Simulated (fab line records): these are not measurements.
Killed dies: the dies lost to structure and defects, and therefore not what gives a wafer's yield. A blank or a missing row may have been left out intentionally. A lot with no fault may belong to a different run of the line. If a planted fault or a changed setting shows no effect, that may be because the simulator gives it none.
What tool caused it?	flow nand harc	14 lots with 42 wafers sampled at 5 steps, on a route of 1159 steps

== WHAT THE GAUGES SHOWED, per wafer ==
NHARC_A_SLIT_CD_MEAS_09 targets a cd of 300 nm.
lot	measured	on	cd nm (nm)
L976	day 14 04:50	cd sem-03	300.6 300.9 300.5
L978	day 14 14:35	cd sem-01	300.8 301.2 300.3
L980	day 15 09:45	cd sem-01	299.6 299.0 300.2
L982	day 15 18:25	cd sem-01	299.8 300.6 299.7
L981	day 15 19:37	cd sem-01	300.2 300.2 299.9
L984	day 16 06:55	cd sem-03	300.5 300.8 300.2
L985	day 16 07:04	cd sem-01	300.5 301.3 300.7
L983	day 16 08:44	cd sem-01	299.9 299.9 299.5
L986	day 16 16:50	cd sem-02	298.8 299.7 298.6
L987	day 17 10:53	cd sem-03	299.1 299.6 300.1
L988	day 17 11:15	cd sem-03	299.9 300.2 299.7
L990	day 18 11:23	cd sem-03	300.4 299.3 299.8
L991	day 18 11:32	cd sem-02	300.6 300.8 299.5
L992	day 18 13:12	cd sem-01	299.3 299.9 299.0

NHARC_A_SLIT_INSPECT_11.
lot	measured	on	raw defect count
L976	day 14 04:58	defect inspect-02	6 9 13
L978	day 14 14:43	defect inspect-01	26 30 25
L980	day 15 09:52	defect inspect-02	33 35 36
L982	day 15 18:32	defect inspect-02	36 37 22
L981	day 15 19:44	defect inspect-01	12 12 13
L984	day 16 07:02	defect inspect-01	40 30 33
L985	day 16 07:11	defect inspect-01	18 8 9
L983	day 16 08:52	defect inspect-01	25 26 34
L986	day 16 16:57	defect inspect-02	18 12 14
L987	day 17 11:01	defect inspect-02	27 43 44
L988	day 17 11:22	defect inspect-01	7 9 14
L990	day 18 11:31	defect inspect-01	31 19 41
L991	day 18 11:40	defect inspect-01	17 10 18
L992	day 18 13:19	defect inspect-02	32 32 31

NHARC_END_SORT_01.
lot	measured	on	killed at array	killed at other	killed at periphery	killed dies	killed open	killed short
L987	day 22 07:40	prober-02	41 47 48	0 0 0	2 3 1	43 50 49	3 4 3	0 6 0

== TOOL THAT RAN EACH LOT (tool first, then ch and the chambers of the sampled wafers, then the start) ==
lot	NHARC_A_SLIT_SOFTBAKE_04	NHARC_A_SLIT_ETCH_26
L976	litho track-01 ch 0, day 14 04:00	har etch-02 ch 0,1, day 14 09:46
L978	litho track-06 ch 0, day 14 14:00	har etch-02 ch 0,1, day 14 17:02
L980	litho track-06 ch 0, day 15 09:00	har etch-02 ch 0,1, day 15 15:01
L982	litho track-01 ch 0, day 15 18:00	har etch-01 ch 0,1, day 15 20:52
L981	litho track-06 ch 0, day 15 19:00	har etch-02 ch 0,1, day 15 22:04
L984	litho track-06 ch 0, day 16 06:00	har etch-02 ch 0,1, day 16 09:24
L985	litho track-01 ch 0, day 16 06:00	har etch-01 ch 0,1, day 16 09:53
L983	litho track-01 ch 0, day 16 08:00	har etch-02 ch 0,1, day 16 11:13
L986	litho track-06 ch 0, day 16 16:00	har etch-01 ch 0,1, day 16 19:18
L987	litho track-04 ch 0, day 17 10:00	har etch-02 ch 0,1, day 17 13:23
L988	litho track-01 ch 0, day 17 10:00	har etch-01 ch 0,1, day 17 13:45
L990	litho track-01 ch 0, day 18 10:00	har etch-01 ch 0,1, day 18 13:52
L991	litho track-04 ch 0, day 18 11:00	har etch-02 ch 0,1, day 18 14:03
L992	litho track-01 ch 0, day 18 12:00	har etch-01 ch 0, day 18 15:38
- NHARC_A_SLIT_SOFTBAKE_04: time 55 s.
- NHARC_A_SLIT_ETCH_26: etches the open film in C4F8/O2/Ar, time 90 s, target depth 400 nm.

== AS READ BY THE TOOLS THEMSELVES (means over the sampled wafers that have a number; for cases with no such wafer, the mark the record gives instead) ==
NHARC_A_SLIT_SOFTBAKE_04.
lot	tool	heater power total W (W)
L976	litho track-01	188.42
L978	litho track-06	188.32
L980	litho track-06	188.34
L982	litho track-01	188.57
L981	litho track-06	188.39
L984	litho track-06	188.41
L985	litho track-01	188.42
L983	litho track-01	188.45
L986	litho track-06	188.49
L987	litho track-04	188.37
L988	litho track-01	188.52
L990	litho track-01	163.97
L991	litho track-04	188.47
L992	litho track-01	164.09

NHARC_A_SLIT_ETCH_26.
lot	tool	drypump motor current A (A)	he backside leak sccm (sccm)	o2 flow sccm (sccm)	showerhead plenum p Torr (Torr)	throttle valve pct (%)
L976	har etch-02	5.85	6.8	83.19	3.78	27.618
L978	har etch-02	5.85	6.8	83.09	3.78	27.617
L980	har etch-02	5.84	7.0	83.16	3.77	27.617
L982	har etch-01	6.11	4.9	83.28	3.68	27.620
L981	har etch-02	5.99	6.5	83.45	3.82	27.606
L984	har etch-02	6.06	6.3	83.53	3.81	27.619
L985	har etch-01	5.92	5.1	83.55	3.64	27.624
L983	har etch-02	6.02	6.8	83.29	3.81	27.611
L986	har etch-01	6.09	4.7	83.29	3.68	27.614
L987	har etch-02	6.00	8.3	83.45	3.81	27.612
L988	har etch-01	5.95	4.8	83.40	3.63	27.612
L990	har etch-01	6.07	4.7	83.33	3.67	27.622
L991	har etch-02	5.99	6.5	83.65	3.80	27.617
L992	har etch-01	6.28	4.9	83.21	3.71	27.622

== THE ANSWER, worked out from the rows above alone ==
Rule: the usual values come from the lots themselves. Put in order of their means at a reading, lots are off if they are a third of the lots or fewer, leave a main group of 4 or more, and stand apart from it by a gap of 3 or more times the standard deviation of the main group's means; of several such gaps the widest counts. Not used: any main group whose means are identical at the precision the tables above print for the reading. Also off: a lot with no number at a reading for which 4 or more lots have one. Any other lot the step has rows for is counted as sound. The gauges are gone through in route order, then the tools' own readings, and for those a lot's mean is taken as printed above. At the first step where some lot is off, the reading lying furthest off is the one used; lots without a number count as furthest.
Off, at NHARC_A_SLIT_SOFTBAKE_04 on heater power total W: L990, L992. For the main group the mean is 188.43 W and the standard deviation 0.07.
If a tool, at that step or one of the process steps before it, ran each lot that is off and ran no sound lot following the first of them, it fits. One fits: NHARC_A_SLIT_SOFTBAKE_04 on litho track-01. A fault onset in the window from L988 (day 17 10:00, its last sound lot) to L990 (day 18 10:00, its first lot off) fits.
The tool's own readings at NHARC_A_SLIT_SOFTBAKE_04 bear it out: on the lots that are off they differ by more than 5 times the standard deviation of the sound lots' means. heater power total W reads 164.03 W there against 188.43 W on the sound lots.

== WHAT THE SIMULATOR HAD PUT IN ==
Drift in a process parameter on litho track-01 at NHARC_A_SLIT_SOFTBAKE_04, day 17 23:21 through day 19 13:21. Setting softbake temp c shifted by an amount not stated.
Shown lots that were struck: L990, L992. The rule above found the same.
